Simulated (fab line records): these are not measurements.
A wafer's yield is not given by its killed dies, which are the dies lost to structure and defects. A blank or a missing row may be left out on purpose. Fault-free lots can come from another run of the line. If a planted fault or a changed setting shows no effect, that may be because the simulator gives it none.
fab line records | flow n5Finfet
[record] lots = 10 | wafers = 30 | lastDay = 18
route steps=1938 shown BEOL_M4@1111 BEOL_M5@1157 MIM_TOP@1835 TV_LITHO@1886 PASSIVATION@1936
lots that met no fault: taken from a fault-free run of the same line
startH: hours from the record's opening day to when the first of the lot's shown wafers began | waitH: hours from the lot's prior step to this one | " repeats the value in the row above | L1.1+2: several wafers, shown together as one row | - either no value or no given start | * or withheld: withheld | < > ~ a bound
route shown NAME@n: NAME is a module with steps in the file, n the number in the route of the first one | usual: mean/standard deviation of fault-free wafers | same: alike in all rows | chamber/n: place in a boat | sites: each site's reading | _std_site: how widely they spread, as a standard deviation | _edge_site: outer sites' mean less inner sites' | radiusMm: how far each site lies from the wafer's centre | mask NAME#n: copy n | behind: the tool/chamber that last shaped the wafer | hold: why the lot was held/for how many hours/how that ended | device: the n, p or np transistor that did not switch | end of line: tests of these same wafers at the route's end | for a step that has no rows: nothing shown but its recipe | killed: dies lost to structure and defects at the first sort, not the wafer's yield | map: shows each die of a wafer: x if killed, . if not, _ if none is there
set.NAME: the run value of the setting; set.NAME@STEP: its run value at that earlier step | model.NAME: the simulator's own value behind a step, which no gauge read
steps of the route over a sample of lots; a table a step, a row a wafer
services: when a tool's chamber went out of use (startH, in hours from the record's first day, below 0 if earlier), for how many hours, and the reason
[[steps]]
[step N5_BEOL_M4_RC_MEAS_101]
[usual] DIBL_N = 36.0/1.9 | DIBL_P = 36.0/2.1 | IOFF_N = 0.155/0.029 | IOFF_P = 0.20/0.032 | ION_N = 672/11 | ION_P = 461/6.9 | SS_N = 71.5/0.58 | SS_P = 73.2/0.64 | VT_N = 250.4/2.9 | VT_P = -251.0/2.8
lot.wafer | tool      | chamber | startH | waitH | DIBL_N[mV/V] | DIBL_P[mV/V] | IOFF_N[nA/um] | IOFF_P[nA/um] | ION_N[uA/um] | ION_P[uA/um] | SS_N[mV/dec] | SS_P[mV/dec] | VT_N[mV] | VT_P[mV]
L760.2    | prober-01 | 0       | 187.22 | 0.2   | 34.9         | 34.6         | 0.145         | 0.22          | 661          | 457          | 71.4         | 72.4         | 249.4    | -248.6
L760.3    | "         | 0       | "      | "     | 35.2         | 35.3         | 0.160         | 0.22          | 670          | 462          | 71.6         | 73.1         | 245.6    | -248.3
L760.5    | "         | 0       | "      | "     | 36.4         | 35.9         | 0.168         | 0.22          | 669          | 460          | 72.3         | 72.6         | 247.4    | -250.0
L763.3    | prober-02 | 0       | 214.62 | 0.3   | 40.6         | 39.6         | 0.218         | 0.27          | 676          | 465          | 72.8         | 74.5         | 248.8    | -248.0
L763.4    | "         | 0       | "      | "     | 39.2         | 39.2         | 0.194         | 0.25          | 686          | 466          | 72.2         | 74.2         | 246.9    | -246.9
L763.5    | "         | 0       | "      | "     | 41.7         | 41.4         | 0.236         | 0.30          | 678          | 467          | 72.6         | 74.4         | 246.5    | -246.9
L764.2    | prober-01 | 0       | 221.08 | 0.2   | 34.8         | 33.1         | 0.127         | 0.15          | 676          | 453          | 70.1         | 72.5         | 249.6    | -256.0
L764.5    | "         | 0       | "      | "     | 37.0         | 35.7         | 0.158         | 0.19          | 684          | 462          | 71.7         | 73.2         | 250.7    | -252.9
L764.6    | "         | 0       | "      | "     | 38.5         | 36.5         | 0.182         | 0.20          | 675          | 454          | 71.5         | 73.5         | 249.8    | -251.3
L765.2    | prober-02 | 0       | 223.72 | 0.2   | 37.7         | 38.7         | 0.197         | 0.25          | 671          | 459          | 72.4         | 73.5         | 246.4    | -249.8
L765.4    | "         | 0       | "      | "     | 36.1         | 36.5         | 0.157         | 0.22          | 675          | 459          | 71.7         | 74.0         | 251.4    | -250.4
L765.5    | "         | 0       | "      | "     | 38.0         | 38.1         | 0.179         | 0.23          | 665          | 453          | 72.1         | 73.7         | 249.0    | -251.9
L768.2    | prober-02 | 0       | 244.82 | 0.2   | 35.4         | 35.7         | 0.168         | 0.22          | 680          | 467          | 71.2         | 73.4         | 249.3    | -249.5
L768.4    | "         | 0       | "      | "     | 34.5         | 34.6         | 0.149         | 0.21          | 678          | 467          | 71.3         | 72.5         | 247.9    | -250.5
L768.6    | "         | 0       | "      | "     | 34.1         | 34.0         | 0.137         | 0.19          | 672          | 458          | 71.2         | 72.7         | 250.8    | -249.1
L772.2    | prober-01 | 0       | 256.73 | 0.2   | 35.7         | 35.4         | 0.163         | 0.23          | 669          | 469          | 70.7         | 73.5         | 247.3    | -248.7
L772.4    | "         | 0       | "      | "     | 33.4         | 32.3         | 0.118         | 0.18          | 667          | 465          | 70.2         | 73.1         | 252.6    | -250.8
L772.5    | "         | 0       | "      | "     | 33.0         | 32.2         | 0.117         | 0.18          | 662          | 467          | 70.9         | 72.9         | 249.7    | -249.4
L775.1    | prober-01 | 0       | 285.18 | 0.0   | 35.9         | 37.6         | 0.158         | 0.19          | 682          | 463          | 71.7         | 73.3         | 251.3    | -253.3
L775.2    | "         | 0       | "      | "     | 37.4         | 38.4         | 0.185         | 0.20          | 674          | 457          | 71.9         | 74.1         | 250.6    | -255.3
L775.3    | "         | 0       | "      | "     | 35.4         | 37.0         | 0.133         | 0.17          | 658          | 456          | 71.7         | 73.5         | 255.4    | -255.4
L781.2    | prober-01 | 0       | 311.51 | 0.2   | 37.5         | 36.0         | 0.179         | 0.23          | 672          | 465          | 71.6         | 73.9         | 248.6    | -246.8
L781.4    | "         | 0       | "      | "     | 35.8         | 34.7         | 0.147         | 0.20          | 678          | 460          | 71.1         | 72.9         | 251.6    | -250.3
L781.5    | "         | 0       | "      | "     | 38.0         | 36.4         | 0.173         | 0.24          | 657          | 450          | 71.5         | 73.8         | 248.6    | -252.1
L779.2    | prober-02 | 0       | 312.04 | 0.2   | 33.6         | 33.1         | 0.130         | 0.18          | 675          | 467          | 71.5         | 72.1         | 250.5    | -250.3
L779.3    | "         | 0       | "      | "     | 32.7         | 32.2         | 0.124         | 0.17          | 673          | 464          | 70.7         | 72.4         | 255.6    | -251.7
L779.4    | "         | 0       | "      | "     | 34.6         | 33.9         | 0.132         | 0.19          | 656          | 457          | 70.9         | 72.7         | 253.0    | -251.1
L780.1    | prober-01 | 0       | 313.78 | 0.0   | 34.4         | 35.1         | 0.149         | 0.19          | 682          | 466          | 71.6         | 73.0         | 252.9    | -249.1
L780.2    | "         | 0       | "      | "     | 33.3         | 33.1         | 0.118         | 0.15          | 661          | 450          | 71.0         | 72.6         | 255.5    | -255.7
L780.4    | "         | 0       | "      | "     | 32.8         | 33.0         | 0.119         | 0.16          | 674          | 462          | 70.4         | 72.9         | 251.2    | -253.9
[step N5_BEOL_M5_VIA_ETCH_34]
[recipe] chemistry = C4F6/O2 | target = SiCOH_lowk | targetDepthA = 883 | maskMaterial = SOC | taperDeg = 4 | timeS = 39.2 | ionEnergyEv = 250 | pressureMtorr = 30 | sourceW = 345 | biasW = 185 | Ar_flow_sccm = 300 | C4F6_flow_sccm = 10 | O2_flow_sccm = 10
[usual] drypumpMotorCurrentA = 5.7/0.34 | oesProductAu = 0.79/0.097 | rfVppV = 664/14 | showerheadPlenumPTorr = 2.85/0.082 | throttleValvePct = 20.79/0.26
lot.wafer | tool       | chamber | startH | waitH | drypumpMotorCurrentA | oesProductAu | rfHoursCounterH | rfVppV | showerheadPlenumPTorr | throttleValvePct
L760.2    | rieDiel-04 | 1       | 191.22 | 0.0   | 6.3                  | 0.70         | 227             | 688    | 2.92                  | 21.04
L760.3    | "          | 0       | "      | "     | 5.6                  | 0.69         | 248             | 644    | 2.94                  | 21.09
L760.5    | "          | 2       | "      | "     | 6.2                  | 0.89         | -               | 672    | 2.77                  | 20.21
L763.3    | rieDiel-01 | 2       | 219.26 | 0.0   | 5.3                  | 0.68         | 253             | 678    | 2.82                  | 21.44
L763.4    | "          | 3       | "      | "     | 5.6                  | 0.72         | 153             | 674    | 2.71                  | 20.61
L763.5    | "          | 0       | "      | "     | 5.3                  | 0.83         | -               | 645    | 2.89                  | 20.87
L764.2    | rieDiel-01 | 3       | 225.32 | 0.0   | 5.7                  | 0.71         | 155             | 676    | 2.71                  | 20.59
L764.5    | "          | 2       | "      | "     | 5.4                  | 0.67         | -               | 678    | 2.82                  | 21.45
L764.6    | "          | 1       | "      | "     | 5.5                  | 0.73         | -               | 675    | 2.82                  | 20.74
L765.2    | rieDiel-01 | 1       | 228.94 | 0.0   | 5.5                  | 0.62         | 186             | 675    | 2.82                  | 20.73
L765.4    | "          | 2       | "      | "     | 5.4                  | 0.58         | -               | 678    | 2.82                  | 21.42
L765.5    | "          | 0       | "      | "     | 5.3                  | 0.69         | -               | 643    | 2.88                  | 20.84
L768.2    | rieDiel-01 | 3       | 252.04 | 0.0   | 5.6                  | 0.60         | 162             | 676    | 2.70                  | 20.59
L768.4    | "          | 0       | "      | "     | 5.3                  | 0.68         | -               | 644    | 2.88                  | 20.86
L768.6    | "          | 3       | "      | "     | 5.7                  | 0.60         | -               | 676    | 2.70                  | 20.58
L772.2    | rieDiel-01 | 3       | 262.69 | 0.0   | 5.7                  | 0.59         | 166             | 675    | 2.70                  | 20.58
L772.4    | "          | 0       | "      | "     | 5.3                  | 0.67         | -               | 643    | 2.88                  | 20.87
L772.5    | "          | 3       | "      | "     | 5.7                  | 0.60         | -               | 676    | 2.70                  | 20.58
L775.1    | rieDiel-05 | 1       | 292.76 | 0.0   | 5.2                  | 0.72         | 179             | 655    | 2.84                  | 20.66
L775.2    | "          | 0       | "      | "     | 5.4                  | 0.85         | 55              | 659    | 3.04                  | 20.98
L775.3    | "          | 3       | "      | "     | 5.6                  | 0.66         | 244             | 659    | 2.83                  | 21.10
L781.2    | rieDiel-01 | 2       | 316.16 | 0.0   | 5.4                  | 0.93         | 8               | 678    | 2.81                  | 21.06
L781.4    | "          | 0       | "      | "     | 5.3                  | 0.78         | 109             | 644    | 2.87                  | 20.94
L781.5    | "          | 1       | "      | "     | 5.5                  | 0.71         | -               | 677    | 2.80                  | 20.81
L780.1    | rieDiel-01 | 0       | 318.12 | 0.0   | 5.3                  | 0.78         | 110             | 644    | 2.87                  | 20.93
L780.2    | "          | 3       | "      | "     | 5.7                  | 0.70         | 186             | 676    | 2.69                  | 20.65
L780.4    | "          | 2       | "      | "     | 5.4                  | 0.94         | 9               | 679    | 2.81                  | 21.06
L779.2    | rieDiel-01 | 3       | 318.50 | 0.0   | 5.7                  | 0.69         | 186             | 674    | 2.69                  | 20.66
L779.3    | "          | 0       | "      | "     | 5.3                  | 0.77         | 110             | 644    | 2.87                  | 20.94
L779.4    | "          | 1       | "      | "     | 5.5                  | 0.71         | 217             | 675    | 2.80                  | 20.81
[step N5_MIM_TOP_ALD_01]
[recipe] material = HfO2 | targetThkA = 56 | tempC = withheld | aldPrecursorFamily = Hf-amide | aldCoReactant = O3 | pulseTimeS = 1 | purgeTimeS = 3 | coReactantPurgeTimeS = 2 | coReactantPulseTimeS = 3 | aldCycles = 62
[usual] precursorPulseHeightRel = 0.998/0.022
[same] coReactantPulseTimeS = 3 | pulseTimeS = 1
lot.wafer | tool     | chamber | startH | waitH | precursorPulseHeightRel
L760.2    | aldHk-03 | 3       | -      | -     | 0.986
L760.3    | "        | 2       | "      | "     | 0.973
L760.5    | "        | 1       | "      | "     | 1.028
L763.3    | aldHk-01 | 3       | -      | -     | 1.004
L763.4    | "        | 1       | "      | "     | 1.008
L763.5    | "        | 1       | "      | "     | 0.997
L764.2    | aldHk-02 | 2       | -      | -     | 1.005
L764.5    | "        | 0       | "      | "     | 1.068
L764.6    | "        | 1       | "      | "     | 0.988
L765.2    | aldHk-01 | 1       | -      | -     | 1.005
L765.4    | "        | 2       | "      | "     | 0.982
L765.5    | "        | 2       | "      | "     | 0.981
L768.2    | aldHk-02 | 2       | -      | -     | 0.967
L768.4    | "        | 0       | "      | "     | 0.980
L772.2    | aldHk-01 | 2       | -      | -     | 1.004
L772.4    | "        | 3       | "      | "     | 1.013
L775.1    | aldHk-03 | 3       | -      | -     | 1.010
L775.2    | "        | 2       | "      | "     | 0.981
L775.3    | "        | 0       | "      | "     | 0.974
L781.2    | aldHk-03 | 2       | -      | -     | 1.051
L781.4    | "        | 1       | "      | "     | 1.011
L781.5    | "        | 3       | "      | "     | 0.989
L779.2    | aldHk-02 | 1       | -      | -     | 0.986
L779.3    | "        | 2       | "      | "     | 1.019
L779.4    | "        | 3       | "      | "     | 1.007
L780.1    | aldHk-02 | 0       | -      | -     | 1.026
L780.2    | "        | 2       | "      | "     | 0.994
L780.4    | "        | 3       | "      | "     | 1.008
[step N5_MIM_TOP_DEGAS_04]
[recipe] ambient = vacuum | tempC = 300 | timeS = 60
[usual] heaterPowerW = 479/55
lot.wafer | tool          | chamber | startH | waitH | heaterPowerW
L760.2    | pvdSputter-02 | -       | 278.84 | -     | 394
L760.3    | "             | -       | "      | "     | 515
L760.5    | "             | -       | "      | "     | 519
L763.3    | pvdSputter-01 | -       | 305.72 | -     | 521
L763.4    | "             | -       | "      | "     | 446
L763.5    | "             | -       | "      | "     | 457
L764.2    | pvdSputter-03 | -       | 318.35 | -     | 497
L764.5    | "             | -       | "      | "     | 493
L764.6    | "             | -       | "      | "     | 515
L765.2    | pvdSputter-02 | -       | 330.06 | -     | 445
L765.4    | "             | -       | "      | "     | 390
L765.5    | "             | -       | "      | "     | 437
L768.2    | pvdSputter-02 | -       | 345.86 | -     | 582
L768.4    | "             | -       | "      | "     | 518
L772.2    | pvdSputter-01 | -       | 351.11 | -     | 473
L772.4    | "             | -       | "      | "     | 460
L775.1    | pvdSputter-03 | -       | 377.82 | -     | 496
L775.2    | "             | -       | "      | "     | 437
L775.3    | "             | -       | "      | "     | 491
L781.2    | pvdSputter-01 | -       | 405.36 | -     | 454
L781.4    | "             | -       | "      | "     | 496
L781.5    | "             | -       | "      | "     | 464
L779.2    | pvdSputter-01 | -       | 410.27 | -     | 547
L779.3    | "             | -       | "      | "     | 503
L779.4    | "             | -       | "      | "     | 433
L780.1    | pvdSputter-01 | -       | 415.85 | -     | 459
L780.2    | "             | -       | "      | "     | 474
L780.4    | "             | -       | "      | "     | 505
[step N5_PASSIVATION_DESCUM_12]
[recipe] chemistry = O2 | timeS = 7.9 | sourcePowerW = 50 | biasPowerW = 20 | pressureMtorr = 20 | rfFrequencyHz = 2.712e+07 | tempC = 40 | o2FlowSccm = 225
[usual] drypumpMotorCurrentA = 5.6/0.32 | oesProductAu = 0.79/0.1 | rfVppV = 242.9/1.2 | showerheadPlenumPTorr = 2.09/0.055 | throttleValvePct = 20.36/0.15
lot.wafer | tool       | chamber | startH | waitH | drypumpMotorCurrentA | oesProductAu | rfHoursCounterH | rfVppV | showerheadPlenumPTorr | throttleValvePct
L760.2    | rieDiel-05 | 2       | 282.68 | 0.0   | 5.9                  | 0.70         | 243             | 243.3  | 2.07                  | 20.49
L760.3    | "          | 1       | "      | "     | 5.2                  | 0.71         | 175             | 241.9  | 2.10                  | 20.29
L760.5    | "          | 2       | "      | "     | 5.9                  | 0.69         | -               | 241.8  | 2.07                  | 20.49
L763.3    | rieDiel-04 | 1       | 309.92 | 0.7   | 6.3                  | 0.97         | 8               | 243.5  | 2.14                  | 20.27
L763.4    | "          | 0       | "      | "     | 5.6                  | 0.91         | 31              | 244.4  | 2.13                  | 20.21
L763.5    | "          | 1       | "      | "     | 6.3                  | 0.97         | -               | 245.5  | 2.14                  | 20.27
L764.2    | rieDiel-01 | 3       | 322.96 | 0.0   | 5.6                  | 0.70         | 188             | 241.0  | 1.99                  | 20.39
L764.5    | "          | 2       | "      | "     | 5.4                  | 0.93         | -               | 242.8  | 2.05                  | 20.50
L764.6    | "          | 3       | "      | "     | 5.6                  | 0.69         | -               | 241.2  | 1.99                  | 20.38
L765.2    | rieDiel-04 | 0       | 335.08 | 0.4   | 5.7                  | 0.89         | 39              | 244.3  | 2.13                  | 20.21
L765.4    | "          | 2       | "      | "     | 6.2                  | 0.81         | 79              | 241.1  | 2.04                  | 20.02
L765.5    | "          | 0       | "      | "     | 5.6                  | 0.89         | -               | 243.3  | 2.13                  | 20.22
L768.2    | rieDiel-05 | 1       | 349.97 | 0.2   | 5.2                  | 0.70         | 194             | 243.0  | 2.09                  | 20.30
L768.4    | "          | 2       | "      | "     | 5.8                  | 0.97         | -               | 242.4  | 2.07                  | 20.19
L772.2    | rieDiel-05 | 0       | 354.10 | 0.0   | 5.4                  | 0.83         | 71              | 246.5  | 2.22                  | 20.47
L772.4    | "          | 1       | "      | "     | 5.2                  | 0.69         | -               | 242.6  | 2.09                  | 20.31
L775.1    | rieDiel-04 | 2       | 380.86 | 0.2   | 6.2                  | 0.79         | 93              | 241.3  | 2.04                  | 20.03
L775.2    | "          | 0       | "      | "     | 5.6                  | 0.87         | 53              | 243.3  | 2.13                  | 20.24
L775.3    | "          | 1       | "      | "     | 6.3                  | 0.92         | 30              | 243.6  | 2.13                  | 20.30
L781.2    | rieDiel-05 | 1       | 408.70 | 0.2   | 5.2                  | 0.69         | 213             | 243.9  | 2.08                  | 20.32
L781.4    | "          | 2       | "      | "     | 5.8                  | 0.88         | 19              | 242.0  | 2.06                  | 20.22
L781.5    | "          | 2       | "      | "     | 5.9                  | 0.88         | -               | 241.8  | 2.06                  | 20.22
L779.2    | rieDiel-01 | 2       | 415.31 | 0.5   | 5.4                  | 0.87         | 42              | 242.7  | 2.04                  | 20.56
L779.3    | "          | 0       | "      | "     | 5.3                  | 0.74         | 138             | 242.7  | 2.09                  | 20.48
L779.4    | "          | 3       | "      | "     | 5.6                  | 0.67         | 217             | 240.8  | 1.98                  | 20.39
L780.1    | rieDiel-05 | 1       | 421.18 | 0.2   | 5.2                  | 0.69         | 217             | 242.2  | 2.08                  | 20.33
L780.2    | "          | 3       | "      | "     | 5.6                  | 0.93         | 17              | 242.3  | 2.06                  | 20.20
L780.4    | "          | 2       | "      | "     | 5.9                  | 0.88         | 24              | 244.5  | 2.06                  | 20.22
[step N5_PASSIVATION_PROBE_49]
[usual] defectLimitedYield = 91.0/1.5 | killed_at_M0_to_M3 = 33/9.4 | killed_at_M4_up = 14/4.8 | killedAtContacts = 13/7.3 | killedAtFrontEnd = 43/13 | killedAtOther = 3.6/2.9 | killedDies = 106/18 | killedOnRim = 14/4.2 | killedOpen = 69/13 | killedShort = 35/8.2 | sort_bin_5_function = 5.3/1 | sort_bin_6_memory = 3.3/0.68 | sortNPass = 1074/18 | sortYieldPct = 91.0/1.5
[same] grossDies = 1180 | killedAtBackSide = 0 | sort_bin_4_leakage[%] = 0 | sort_bin_8_speed[%] = 0
lot.wafer | tool      | chamber | startH | waitH | defectLimitedYield[%] | killed_at_M0_to_M3 | killed_at_M4_up | killedAtContacts | killedAtFrontEnd | killedAtOther | killedDies | killedOnRim | killedOpen | killedShort | sort_bin_5_function[%] | sort_bin_6_memory[%] | sortNPass | sortYieldPct[%]
L765.2    | prober-02 | -       | 343.15 | 0.1   | 64.0                  | 42                 | 325             | 26               | 25               | 7             | 425        | 96          | 69         | 39          | 32.7                   | 2.9                  | 755       | 64.0
L765.4    | prober-02 | -       | 343.25 | 0.2   | 48.4                  | 37                 | 500             | 13               | 57               | 2             | 609        | 122         | 60         | 48          | 47.1                   | 3.6                  | 571       | 48.4
L765.5    | prober-02 | -       | 343.30 | 0.2   | 77.4                  | 25                 | 179             | 19               | 36               | 8             | 267        | 78          | 46         | 42          | 19.0                   | 2.8                  | 913       | 77.4
L768.2    | prober-02 | -       | 356.60 | 0.1   | 45.0                  | 30                 | 557             | 22               | 38               | 2             | 649        | 32          | 79         | 27          | 51.7                   | 3.1                  | 531       | 45.0
L768.4    | prober-02 | -       | 356.70 | 0.2   | 80.9                  | 21                 | 165             | 4                | 33               | 2             | 225        | 86          | 61         | 13          | 17.0                   | 1.9                  | 955       | 80.9
L768.6    | prober-02 | -       | 356.80 | 0.3   | 40.3                  | 38                 | 612             | 13               | 40               | 2             | 705        | 32          | 78         | 28          | 55.8                   | 3.7                  | 475       | 40.3
L772.2    | prober-02 | -       | 360.79 | 0.1   | 41.8                  | 28                 | 603             | 14               | 40               | 2             | 687        | 32          | 78         | 21          | 54.5                   | 3.4                  | 493       | 41.8
L772.4    | prober-02 | -       | 360.89 | 0.2   | 62.0                  | 45                 | 345             | 15               | 41               | 2             | 448        | 121         | 66         | 47          | 34.2                   | 3.6                  | 732       | 62.0
L772.5    | prober-02 | -       | 360.94 | 0.2   | 37.5                  | 46                 | 628             | 21               | 38               | 5             | 738        | 47          | 78         | 46          | 57.9                   | 4.2                  | 442       | 37.5
// killed by level:class
L765.2 BEOL_M5:areaEtch=315 MOL_CONTACT_COAG:geometricParticle:open=16 BEOL_M0_SAQP:geometricParticle:open=14 MOL_CONTACT_COAG:geometricParticle:short=10 FIN_SAQP:geometricParticle:open=8 FIN_SAQP:geometricParticle:short=7 BEOL_M1:geometricParticle:open=6 BEOL_M0:geometricParticle:short=6
L765.4 BEOL_M5:areaEtch=497 STI_FIN_REVEAL:geometricParticle:open=14 FIN_SAQP:geometricParticle:short=11 MOL_CONTACT_COAG:geometricParticle:open=10 FIN_SAQP:geometricParticle:open=9 BEOL_M1:geometricParticle:open=9 BEOL_M0_SAQP:geometricParticle:short=9 BEOL_M0_SAQP:geometricParticle:open=7
L765.5 BEOL_M5:areaEtch=177 MOL_CONTACT_COAG:geometricParticle:open=14 STI_FIN_REVEAL:geometricParticle:open=12 BEOL_M0:geometricParticle:short=9 MOL_CONTACT_COAG:geometricParticle:short=5 BEOL_M1:geometricParticle:open=5 SPACER0:geometricParticle:short=4 FIN_SAQP:geometricParticle:short=3
L768.2 BEOL_M5:areaEtch=540 MOL_CONTACT_COAG:geometricParticle:open=18 FIN_SAQP:geometricParticle:open=17 BEOL_M0_SAQP:geometricParticle:open=7 BEOL_M2:geometricParticle:open=7 DUMMY_GATE:geometricParticle:open=5 BEOL_M0_SAQP:geometricParticle:short=5 BEOL_M1:geometricParticle:open=5
L768.4 BEOL_M5:areaEtch=151 FIN_SAQP:geometricParticle:open=7 BEOL_M3:geometricParticle:open=7 BEOL_M2:geometricParticle:open=6 BEOL_M4:geometricParticle:open=6 STI_FIN_REVEAL:geometricParticle:open=5 DUMMY_GATE:geometricParticle:open=4 ILD0:geometricParticle:open=4
L768.6 BEOL_M5:areaEtch=599 BEOL_M2:geometricParticle:open=13 MOL_CONTACT_COAG:geometricParticle:open=11 FIN_SAQP:geometricParticle:open=9 BEOL_M0_SAQP:geometricParticle:open=9 DUMMY_GATE:geometricParticle:open=7 ILD0:geometricParticle:open=5 BEOL_M0_SAQP:geometricParticle:short=5
L772.2 BEOL_M5:areaEtch=587 FIN_SAQP:geometricParticle:open=11 BEOL_M0_SAQP:geometricParticle:open=11 MOL_CONTACT_COAG:geometricParticle:open=11 STI_FIN_REVEAL:geometricParticle:open=8 FIN_SAQP:geometricParticle:short=7 BEOL_M2:geometricParticle:open=6 STARTING-WAFER:geometricParticle:open=4
L772.4 BEOL_M5:areaEtch=335 FIN_SAQP:geometricParticle:short=11 MOL_CONTACT_COAG:geometricParticle:open=11 BEOL_M0_SAQP:geometricParticle:short=11 BEOL_M2:geometricParticle:open=11 BEOL_M0_SAQP:geometricParticle:open=10 FIN_SAQP:geometricParticle:open=7 BEOL_M4:geometricParticle:open=7
L772.5 BEOL_M5:areaEtch=614 MOL_CONTACT_COAG:geometricParticle:open=19 BEOL_M0_SAQP:geometricParticle:short=17 BEOL_M0_SAQP:geometricParticle:open=12 FIN_SAQP:geometricParticle:short=11 FIN_SAQP:geometricParticle:open=8 BEOL_M2:geometricParticle:open=7 GATE_CUT:geometricParticle:open=5
[[services]]
tool          | chamber | startH | hours | kind
rieDiel-05    | 3       | 190.29 | 7.9   | repair
rieDiel-01    | 1       | 194.00 | 11.3  | repair
rieDiel-01    | 0       | 197.51 | 3.7   | repair
aldHk-01      | -       | 221.00 | 0.5   | repair
rieDiel-01    | 3       | 226.04 | 5.8   | repair
rieDiel-01    | 2       | 236.17 | 32.3  | repair
rieDiel-01    | -       | 236.82 | 0.8   | repair
rieDiel-04    | 1       | 253.83 | 13.9  | repair
rieDiel-01    | 2       | 268.72 | -     | clean
rieDiel-01    | 2       | 268.72 | -     | consumableReplace:focusRing
rieDiel-01    | 2       | 268.72 | 27.5  | scheduledDown
rieDiel-01    | 2       | 268.72 | 27.5  | ventCycle
rieDiel-01    | 1       | 279.30 | 8.4   | repair
aldHk-03      | -       | 283.90 | 8.7   | pm
rieDiel-01    | 3       | 286.15 | 4.1   | repair
rieDiel-04    | 3       | 287.19 | 4.6   | repair
pvdSputter-02 | -       | 288.76 | 8.9   | repair
rieDiel-05    | -       | 295.90 | 14.6  | pm
rieDiel-05    | 2       | 318.19 | -     | clean
pvdSputter-01 | -       | 326.48 | 1.0   | repair
pvdSputter-01 | -       | 367.91 | 3.0   | repair
rieDiel-04    | -       | 382.56 | 2.8   | pm
rieDiel-01    | 1       | 420.07 | -     | clean
rieDiel-01    | 1       | 420.07 | -     | consumableReplace:focusRing
[[key]]
[firstSign] step = N5_BEOL_M5_VIA_ETCH_34 | reading = oesProductAu | direction = down | sigmas = 1.7 | usual = 0.79 | struck = 0.63
[effect] step = N5_PASSIVATION_PROBE_49 | reading = killed_at_M4_up | direction = up | sigmas = 87 | usual = 14 | struck = 435
[moreKillsBornAt] N5_BEOL_M5_VIA_ETCH_34@rieDiel-01 = 3815
metAt N5_BEOL_M5_VIA_ETCH_34
struckLots L765,L768,L772
laterRowsLeftOut L768.6,L772.5
notActingAt N5_MIM_TOP_ALD_01,N5_MIM_TOP_DEGAS_04,N5_PASSIVATION_DESCUM_12
onsetBetween 225.32 228.94
[fault] kind = processParameterDrift | tool = rieDiel-01 | chamber = - | onsetH = 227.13 | steps = N5_BEOL_M5_VIA_ETCH_34 | channel = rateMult | offset = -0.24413 | shape = step | endH = 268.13
// laterRowsLeftOut: the simulator's readings of these wafers behind a module that went badly wrong aren't trusted and aren't shown, but for the sort
